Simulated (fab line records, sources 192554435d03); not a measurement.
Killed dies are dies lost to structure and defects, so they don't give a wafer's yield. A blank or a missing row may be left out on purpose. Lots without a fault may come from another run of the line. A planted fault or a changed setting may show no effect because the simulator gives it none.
Which tool did it? | flow n5_finfet | 10 lots, 28 wafers sampled, at 6 steps of a route of 1938

WHAT THE GAUGES READ, wafer by wafer
N5_BEOL_M1_CD_MEAS_28: target cd y 23.3 nm. Usual: cd_nm 24.01 nm, standard deviation 0.26.
lot  | measured     | on        | cd_nm (nm)        | flag
L879 | day 6 11:51  | cd_sem-03 | 24.02 24.19       |
L882 | day 7 01:28  | cd_sem-01 | 23.95 24.48 24.14 |
L883 | day 7 01:54  | cd_sem-02 | 24.20 24.41 24.26 |
L887 | day 8 03:11  | cd_sem-02 | 23.76 23.68 24.17 |
L888 | day 8 10:23  | cd_sem-03 | 23.96 24.02       |
L889 | day 8 17:16  | cd_sem-02 | 18.68 24.13 23.69 | OFF
L890 | day 9 07:26  | cd_sem-02 | 20.37 24.20 24.13 | OFF
L900 | day 11 09:26 | cd_sem-01 | 23.41 23.83 24.05 |
L901 | day 11 14:00 | cd_sem-02 | 23.41 24.01 24.19 |
L902 | day 11 23:49 | cd_sem-03 | 23.84 23.99 24.11 |

N5_BEOL_M4_RC_MEAS_101. Usual: DIBL_N 36.2 mV/V, standard deviation 2; DIBL_P 36.1 mV/V, standard deviation 2.4; IOFF_N 0.16 nA/um, standard deviation 0.035; IOFF_P 0.22 nA/um, standard deviation 0.041; ION_N 675 uA/um, standard deviation 14; ION_P 465 uA/um, standard deviation 8.6; SS_N 71.5 mV/dec, standard deviation 0.64; SS_P 73.2 mV/dec, standard deviation 0.76; VT_N 250 mV, standard deviation 3.9; VT_P -249 mV, standard deviation 3.4.
lot  | measured     | on        | DIBL_N (mV/V)  | DIBL_P (mV/V)  | IOFF_N (nA/um) | IOFF_P (nA/um) | ION_N (uA/um) | ION_P (uA/um) | SS_N (mV/dec)  | SS_P (mV/dec)  | VT_N (mV)   | VT_P (mV)      | flag
L879 | day 8 07:03  | prober-02 | 38.0 38.1      | 37.1 37.0      | 0.19 0.19      | 0.23 0.22      | 692 686       | 470 465       | 72.1 71.9      | 73.5 73.8      | 247 249     | -248 -252      |
L882 | day 9 04:04  | prober-02 | 36.6 35.0 37.3 | 35.9 33.7 37.3 | 0.18 0.14 0.20 | 0.23 0.18 0.25 | 688 659 688   | 476 447 469   | 71.7 71.1 71.7 | 73.7 72.8 74.3 | 245 251 241 | -248 -252 -246 |
L883 | day 9 07:08  | prober-02 | 32.9 34.0 33.6 | 33.1 35.1 35.0 | 0.10 0.12 0.10 | 0.15 0.18 0.17 | 650 658 643   | 449 463 454   | 71.1 71.1 70.4 | 71.9 72.5 73.3 | 256 254 257 | -252 -250 -252 |
L887 | day 9 21:13  | prober-01 | 35.8 39.0 36.4 | 36.1 40.3 37.6 | 0.17 0.22 0.18 | 0.22 0.29 0.25 | 674 679 686   | 459 463 467   | 72.0 72.3 70.7 | 72.8 73.5 74.2 | 245 248 248 | -247 -244 -245 |
L888 | day 10 09:11 | prober-02 | 38.0 37.2      | 38.3 37.9      | 0.20 0.18      | 0.25 0.25      | 684 673       | 474 469       | 70.9 71.1      | 73.9 73.4      | 243 245     | -247 -247      |
L889 | day 10 11:08 | prober-02 | 39.9 39.2      | 38.2 39.2      | 0.20 0.21      | 0.24 0.23      | 688 693       | 464 468       | 72.2 72.0      | 74.2 74.3      | 248 246     | -248 -249      |
L890 | day 11 05:43 | prober-01 | 35.1 32.3      | 34.7 31.9      | 0.14 0.10      | 0.23 0.18      | 664 664       | 467 468       | 71.1 70.6      | 73.7 70.9      | 249 255     | -247 -249      |
L900 | day 13 07:56 | prober-02 | 35.1 39.0 39.5 | 34.5 38.9 40.1 | 0.12 0.17 0.18 | 0.15 0.20 0.21 | 673 664 679   | 450 453 456   | 70.5 72.7 72.6 | 73.3 74.4 73.8 | 255 254 256 | -255 -252 -253 |
L901 | day 13 10:43 | prober-01 | 36.4 37.7 38.0 | 34.9 37.5 37.4 | 0.14 0.19 0.18 | 0.19 0.22 0.24 | 669 682 678   | 456 464 461   | 71.8 71.5 72.2 | 72.9 74.7 74.3 | 253 247 250 | -251 -251 -246 |
L902 | day 14 02:49 | prober-01 | 36.4 36.0 33.9 | 36.3 36.5 33.8 | 0.15 0.14 0.12 | 0.18 0.18 0.16 | 654 671 669   | 446 454 458   | 71.6 71.5 70.8 | 73.3 73.3 71.7 | 257 254 254 | -255 -254 -256 |

WHICH TOOL RAN EACH LOT (tool, then ch and the chambers of the sampled wafers, then the start)
lot  | N5_BEOL_M1_HM_DEP_02         | N5_BEOL_M1_STRIP_19                | N5_BEOL_M1_EXPOSE_25              | N5_BEOL_M1_ETCHBACK_99
L879 | pvd_sputter-02, day 6 10:26  | rie_diel-02 ch 2,3, day 6 11:28    | euv_scanner-01 ch 0, day 6 11:43  | rie_diel-06 ch 2, day 6 13:17
L882 | pvd_sputter-01, day 6 23:07  | rie_diel-02 ch 0,1,3, day 7 01:05  | euv_scanner-01 ch 0, day 7 01:19  | rie_diel-05 ch 2,3, day 7 05:39
L883 | pvd_sputter-02, day 6 23:56  | rie_diel-02 ch 0,1,2, day 7 01:31  | euv_scanner-01 ch 0, day 7 01:46  | rie_diel-06 ch 0,1,3, day 7 05:46
L887 | pvd_sputter-02, day 8 01:44  | rie_diel-05 ch 0,1, day 8 02:48    | euv_scanner-01 ch 0, day 8 03:02  | rie_diel-05 ch 0,2,3, day 8 08:37
L888 | pvd_sputter-01, day 8 09:05  | rie_diel-05 ch 2,3, day 8 10:00    | euv_scanner-01 ch 0, day 8 10:14  | rie_diel-05 ch 0,2, day 8 11:53
L889 | pvd_sputter-01, day 8 15:53  | rie_diel-06 ch 1,2,3, day 8 16:53  | euv_scanner-01 ch 0, day 8 17:07  | rie_diel-02 ch 0,1, day 8 18:59
L890 | pvd_sputter-01, day 9 06:00  | rie_diel-06 ch 0,3, day 9 07:02    | euv_scanner-01 ch 0, day 9 07:18  | rie_diel-02 ch 0,2,3, day 9 12:40
L900 | pvd_sputter-03, day 11 07:55 | rie_diel-05 ch 1,2,3, day 11 08:55 | euv_scanner-02 ch 0, day 11 09:17 | rie_diel-06 ch 1,2,3, day 11 10:00
L901 | pvd_sputter-01, day 11 12:42 | rie_diel-02 ch 0,3, day 11 13:37   | euv_scanner-02 ch 0, day 11 13:52 | rie_diel-02 ch 0,1,3, day 11 14:43
L902 | pvd_sputter-01, day 11 22:21 | rie_diel-05 ch 1,2,3, day 11 23:26 | euv_scanner-02 ch 0, day 11 23:41 | rie_diel-05 ch 1,2,3, day 12 13:01
- N5_BEOL_M1_HM_DEP_02: deposits TiN, target thk 20 nm.
- N5_BEOL_M1_STRIP_19: strips in O2.
- N5_BEOL_M1_EXPOSE_25: exposes mask V0, defocus 5 nm, target cd 24 nm.
- N5_BEOL_M1_ETCHBACK_99: etches SiO2 in CHF3, target depth 5 nm, time 10.4 s.

WHAT THE TOOLS THEMSELVES READ (means of the sampled wafers that have a number; where no wafer has one, the mark that the record gives instead)
N5_BEOL_M1_HM_DEP_02. Usual: throttle_valve_pct 30.4 %, standard deviation 0.83.
lot  | tool           | throttle_valve_pct (%) | flag
L879 | pvd_sputter-02 | 29.4                   |
L882 | pvd_sputter-01 | 30.6                   |
L883 | pvd_sputter-02 | 30.5                   |
L887 | pvd_sputter-02 | 30.0                   |
L888 | pvd_sputter-01 | 30.6                   |
L889 | pvd_sputter-01 | 30.7                   |
L890 | pvd_sputter-01 | 30.5                   |
L900 | pvd_sputter-03 | 30.2                   |
L901 | pvd_sputter-01 | 30.5                   |
L902 | pvd_sputter-01 | 30.3                   |

N5_BEOL_M1_STRIP_19. Usual: drypump_motor_current_A 5.8 A, standard deviation 0.35; oes_product_au 0.79 a.u., standard deviation 0.069; rf_vpp_V 3.6 V, standard deviation 0.46; showerhead_plenum_p_Torr 2.07 Torr, standard deviation 0.082; throttle_valve_pct 16.6 %, standard deviation 0.32.
lot  | tool        | drypump_motor_current_A (A) | oes_product_au (a.u.) | rf_vpp_V (V) | showerhead_plenum_p_Torr (Torr) | throttle_valve_pct (%) | flag
L879 | rie_diel-02 | 6.0                         | 0.86                  | 3.7          | 2.11                            | 16.4                   |
L882 | rie_diel-02 | 5.8                         | 0.77                  | 4.0          | 2.05                            | 16.6                   |
L883 | rie_diel-02 | 5.6                         | 0.77                  | 4.2          | 2.11                            | 16.7                   |
L887 | rie_diel-05 | 5.5                         | 0.83                  | 4.0          | 2.04                            | 16.7                   |
L888 | rie_diel-05 | 6.0                         | 0.77                  | 3.8          | 2.04                            | 16.6                   |
L889 | rie_diel-06 | 6.0                         | 0.81                  | 3.7          | 2.08                            | 16.5                   |
L890 | rie_diel-06 | 6.3                         | 0.89                  | 3.4          | 2.12                            | 16.5                   |
L900 | rie_diel-05 | 5.8                         | 0.73                  | 4.1          | 2.03                            | 16.9                   |
L901 | rie_diel-02 | 5.9                         | 0.79                  | 3.5          | 2.04                            | 16.5                   |
L902 | rie_diel-05 | 5.8                         | 0.74                  | 3.4          | 2.03                            | 16.9                   |

N5_BEOL_M1_ETCHBACK_99. Usual: bias_w 47.02 W, standard deviation 0.13; drypump_motor_current_A 5.8 A, standard deviation 0.34; oes_product_au 0.79 a.u., standard deviation 0.071; rf_vpp_V 239 V, standard deviation 7.2; showerhead_plenum_p_Torr 2.12 Torr, standard deviation 0.093; throttle_valve_pct 17.05 %, standard deviation 0.3.
lot  | tool        | bias_w (W) | drypump_motor_current_A (A) | oes_product_au (a.u.) | rf_vpp_V (V) | showerhead_plenum_p_Torr (Torr) | throttle_valve_pct (%) | flag
L879 | rie_diel-06 | 46.99      | 5.6                         | 0.77                  | 238          | 2.26                            | 16.91                  |
L882 | rie_diel-05 | 47.02      | 5.9                         | 0.76                  | 249          | 2.18                            | 17.25                  |
L883 | rie_diel-06 | 47.10      | 6.1                         | 0.86                  | 235          | 2.11                            | 16.92                  |
L887 | rie_diel-05 | 47.11      | 5.8                         | 0.81                  | 243          | 2.12                            | 16.98                  |
L888 | rie_diel-05 | 46.91      | 5.8                         | 0.82                  | 238          | 2.05                            | 16.75                  |
L889 | rie_diel-02 | 46.94      | 5.8                         | 0.71                  | 231          | 2.05                            | 16.97                  |
L890 | rie_diel-02 | 46.92      | 5.7                         | 0.81                  | 237          | 2.16                            | 17.00                  |
L900 | rie_diel-06 | 47.15      | 6.0                         | 0.78                  | 239          | 2.13                            | 16.97                  |
L901 | rie_diel-02 | 46.95      | 5.8                         | 0.75                  | 234          | 2.08                            | 17.00                  |
L902 | rie_diel-05 | 47.01      | 5.8                         | 0.72                  | 242          | 2.09                            | 17.33                  |

THE ANSWER, worked out from the rows above alone
Rule: a lot is off if the mean of its wafers that have a number lies more than 3 standard deviations from the usual mean. A lot without any number at a reading at which 4 lots or more have one is off too. The other lots that the step has rows for count as sound. The gauges are gone through in route order, then the tools' own readings, and for those a lot's mean is taken as printed above. The first step at which some lot is off is used, and at that step the reading that is off furthest; a lot without a number counts as furthest.
Off: L889, L890, at N5_BEOL_M1_CD_MEAS_28 (cd_nm).
A tool fits if, at a process step before that reading, it ran every lot that is off, and no sound lot after the first of them. The gauges at N5_BEOL_M1_CD_MEAS_28 are tried like those tools. Can't be told from this: 2 tools fit, rie_diel-06 at N5_BEOL_M1_STRIP_19, euv_scanner-01 at N5_BEOL_M1_EXPOSE_25.

WHAT THE SIMULATOR HAD PUT IN
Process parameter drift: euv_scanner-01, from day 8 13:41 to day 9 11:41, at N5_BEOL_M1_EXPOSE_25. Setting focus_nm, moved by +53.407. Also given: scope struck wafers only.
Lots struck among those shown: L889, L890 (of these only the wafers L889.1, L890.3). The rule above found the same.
